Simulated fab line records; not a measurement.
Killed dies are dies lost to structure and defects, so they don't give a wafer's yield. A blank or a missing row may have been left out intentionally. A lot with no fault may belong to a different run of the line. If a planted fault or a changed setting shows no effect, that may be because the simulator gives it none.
A single fault, viewed from 2 desks :: flow n5_finfet :: only its own numbers are on each desk; what lay behind them is given at the end

== AT THE METROLOGY DESK ==
What the gauges read, lot by lot, whatever tool the lot ran on: means of the sampled wafers that have a number. If a lot's mean is further than 4 standard deviations from the usual mean, the lot is out of limits and carries the mark OUT (the distance appears in the brackets). 7 of its 11 readings are shown, namely those furthest out on some lot.
Columns: A = DIBL_P at N5_BEOL_M4_RC_MEAS_101, usual 36.4 mV/V; B = IOFF_N at N5_BEOL_M4_RC_MEAS_101, usual 0.167 nA/um; C = IOFF_P at N5_BEOL_M4_RC_MEAS_101, usual 0.219 nA/um; D = ION_N at N5_BEOL_M4_RC_MEAS_101, usual 678 uA/um; E = SS_N at N5_BEOL_M4_RC_MEAS_101, usual 71.5 mV/dec; F = SS_P at N5_BEOL_M4_RC_MEAS_101, usual 73.4 mV/dec; G = VT_P at N5_BEOL_M4_RC_MEAS_101, usual -249 mV
lot: L880
first seen here: day 3 06:39
A: 37.2
B: 0.186
C: 0.226
D: 690
E: 71.4
F: 73.2
G: -249

lot: L888
first seen here: day 5 07:27
A: 36.0
B: 0.156
C: 0.223
D: 672
E: 71.4
F: 73.3
G: -247

lot: L894
first seen here: day 6 16:53
A: 36.0
B: 0.157
C: 0.215
D: 669
E: 71.1
F: 73.4
G: -248

lot: L895
first seen here: day 7 01:16
A: 37.5
B: 0.203
C: 0.265
D: 678
E: 72.3
F: 74.2
G: -244

lot: L897
first seen here: day 7 12:18
A: 37.6
B: 0.166
C: 0.211
D: 674
E: 71.3
F: 73.5
G: -252

lot: L899
first seen here: day 8 00:11
A: 37.4
B: 0.169
C: 0.224
D: 668
E: 71.5
F: 73.2
G: -249

lot: L900
first seen here: day 8 11:46
A: 36.9
B: 0.169
C: 0.196
D: 680
E: 71.7
F: 73.8
G: -253

lot: L901
first seen here: day 8 17:53
A: 38.6
B: 0.172
C: 0.234
D: 676
E: 72.1
F: 73.6
G: -249
Finding of this desk: none of the 8 lots has anything out of limits.

== TOOL OWNER'S DESK, rie_diel-01 ==
The tool's own readings at N5_SDB_HM_OPEN_20 (chemistry CH3F/O2, target SiNx, stops on poly-Si, target depth 24 nm): means of the sampled wafers that have a number, for each lot that ran on this tool. If a lot's mean is further than 4 standard deviations from the usual mean, the lot is out of limits and carries the mark OUT (the distance appears in the brackets). 7 of its 8 readings are shown, namely those furthest out on some lot.
Columns: A = drypump_motor_current_A at N5_SDB_HM_OPEN_20, usual 5.8 A; B = mfc_ar_sccm at N5_SDB_HM_OPEN_20, usual 150.0 sccm; C = oes_ar_750_au at N5_SDB_HM_OPEN_20, usual 0.78 a.u.; D = oes_product_au at N5_SDB_HM_OPEN_20, usual 0.63 a.u.; E = rf_fwd_power_W at N5_SDB_HM_OPEN_20, usual 392.1 W; F = rf_vpp_V at N5_SDB_HM_OPEN_20, usual 298 V; G = throttle_valve_pct at N5_SDB_HM_OPEN_20, usual 16.44 %
lot: L880
first seen here: day 3 18:25
A: 6.2
B: 150.1
C: 0.89
D: 0.72
E: 391.6
F: 299
G: 16.26

lot: L888
first seen here: day 5 19:04
A: 5.8
B: 149.9
C: 0.83
D: 0.67
E: 391.0
F: 295
G: 16.41

lot: L895
first seen here: day 7 12:55
A: 6.0
B: 149.8
C: 0.81
D: 0.65
E: 392.1
F: 298
G: 16.36

lot: L897
first seen here: day 8 01:33
A: 5.8
B: 150.5
C: 0.77
D: 0.60
E: 391.6
F: 302
G: 16.30

lot: L899
first seen here: day 8 11:58
A: 5.5
B: 150.2
C: 0.77
D: 0.58
E: 393.7
F: 296
G: 16.57
Finding of this desk: none of the 5 lots has anything out of limits.

== ALL TOGETHER ==
From the metrology desk's view, nothing was out of limits.
The desk of the tool owner found nothing out of limits.

== WHAT THE SIMULATOR HAD PUT IN ==
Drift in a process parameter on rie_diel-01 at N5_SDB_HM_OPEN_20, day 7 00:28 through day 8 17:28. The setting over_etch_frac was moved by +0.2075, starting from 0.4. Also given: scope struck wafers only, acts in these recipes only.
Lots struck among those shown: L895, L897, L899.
